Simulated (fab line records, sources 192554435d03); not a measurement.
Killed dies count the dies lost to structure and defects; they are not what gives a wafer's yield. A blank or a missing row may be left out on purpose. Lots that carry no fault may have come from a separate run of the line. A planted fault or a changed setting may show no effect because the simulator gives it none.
Which tool was responsible? | flow n5Finfet | 10 lots with 30 wafers sampled at 4 steps, on a route of 1938 steps

## WHAT EACH GAUGE READ, for each wafer
N5_BEOL_M12_INSPECT_55: inspects for defects (darkfield).
lot  | measured     | on               | rawDefectCount
L966 | day 11 12:28 | defectInspect-01 | 71 93 73
L965 | day 11 15:40 | defectInspect-01 | 79 76 77
L968 | day 11 21:58 | defectInspect-01 | 107 91 76
L969 | day 12 03:44 | defectInspect-02 | 82 131 84
L970 | day 12 08:13 | defectInspect-02 | 76 66 53
L974 | day 13 01:47 | defectInspect-02 | 50 41 68
L980 | day 15 03:26 | defectInspect-02 | 83 62 82
L981 | day 15 08:55 | defectInspect-01 | 291 307 333
L982 | day 15 11:13 | defectInspect-01 | 336 365 333
L987 | day 16 18:52 | defectInspect-01 | 67 68 73

## EACH LOT AND THE TOOL THAT RAN IT (in order: tool; ch and the chambers of the sampled wafers; start)
lot  | N5_BEOL_M12_ETCH_68               | N5_BEOL_M12_DEGAS_41        | N5_BEOL_M12_DEP_53
L966 | rieDiel-01 ch 2,3, day 11 05:11   | pvdSputter-01, day 11 11:14 | pecvd-01 ch 0,2, day 11 12:23
L965 | rieDiel-04 ch 0,2, day 11 05:31   | pvdSputter-03, day 11 14:25 | pecvd-01 ch 1,2, day 11 15:35
L968 | rieDiel-04 ch 0,1,3, day 11 20:01 | pvdSputter-01, day 11 20:43 | pecvd-01 ch 0,2, day 11 21:52
L969 | rieDiel-04 ch 0,1,3, day 11 23:17 | pvdSputter-03, day 12 02:25 | pecvd-04 ch 1,2, day 12 03:39
L970 | rieDiel-04 ch 2,3, day 12 00:52   | pvdSputter-03, day 12 02:56 | pecvd-04 ch 0,1, day 12 08:07
L974 | rieDiel-05 ch 0,2, day 12 20:47   | pvdSputter-03, day 13 00:31 | pecvd-01 ch 1,2, day 13 01:41
L980 | rieDiel-04 ch 0,1,3, day 14 23:23 | pvdSputter-01, day 15 01:59 | pecvd-01 ch 0,1,2, day 15 03:21
L981 | rieDiel-04 ch 0,3, day 15 03:33   | pvdSputter-01, day 15 07:32 | pecvd-01 ch 0,1,2, day 15 08:50
L982 | rieDiel-05 ch 0,2, day 15 04:09   | pvdSputter-01, day 15 09:55 | pecvd-01 ch 0,1,2, day 15 11:07
L987 | rieDiel-01 ch 2,3, day 16 15:37   | pvdSputter-02, day 16 17:38 | pecvd-02 ch 0,1,2, day 16 18:47
- N5_BEOL_M12_ETCH_68: etches SOC in N2/H2, time 285 s.
- N5_BEOL_M12_DEGAS_41: time 60 s.
- N5_BEOL_M12_DEP_53: deposits SiCN from 3MS/NH3, target thk 30 nm, time 10.5 s.

## THE ANSWER, worked out from the rows above alone
Rule: the lots themselves supply what counts as usual. The widest of any qualifying gaps counts: lots, ordered by their means at a reading, are off when they make up no more than a third of the lots, leave a main group of 4 or more, and stand apart from it by 3 or more times the standard deviation of that group's means. A main group is skipped when, at the precision printed for the reading in the tables above, its means are all equal. Also off: a lot with no number at a reading for which 4 or more lots have one. Any other lot the step has rows for is counted as sound.
Off at N5_BEOL_M12_INSPECT_55 (rawDefectCount): L981, L982. Mean 76 and standard deviation 14 in the main group.
If a tool, at a process step before that reading, ran all the lots that are off and no sound lot after the first of them, it fits. Those tools and the gauges at N5_BEOL_M12_INSPECT_55 are tried in the same way. Can't be told from this: 2 tools fit, pvdSputter-01 at N5_BEOL_M12_DEGAS_41, pecvd-01 at N5_BEOL_M12_DEP_53.

## WHAT THE SIMULATOR HAD INSERTED
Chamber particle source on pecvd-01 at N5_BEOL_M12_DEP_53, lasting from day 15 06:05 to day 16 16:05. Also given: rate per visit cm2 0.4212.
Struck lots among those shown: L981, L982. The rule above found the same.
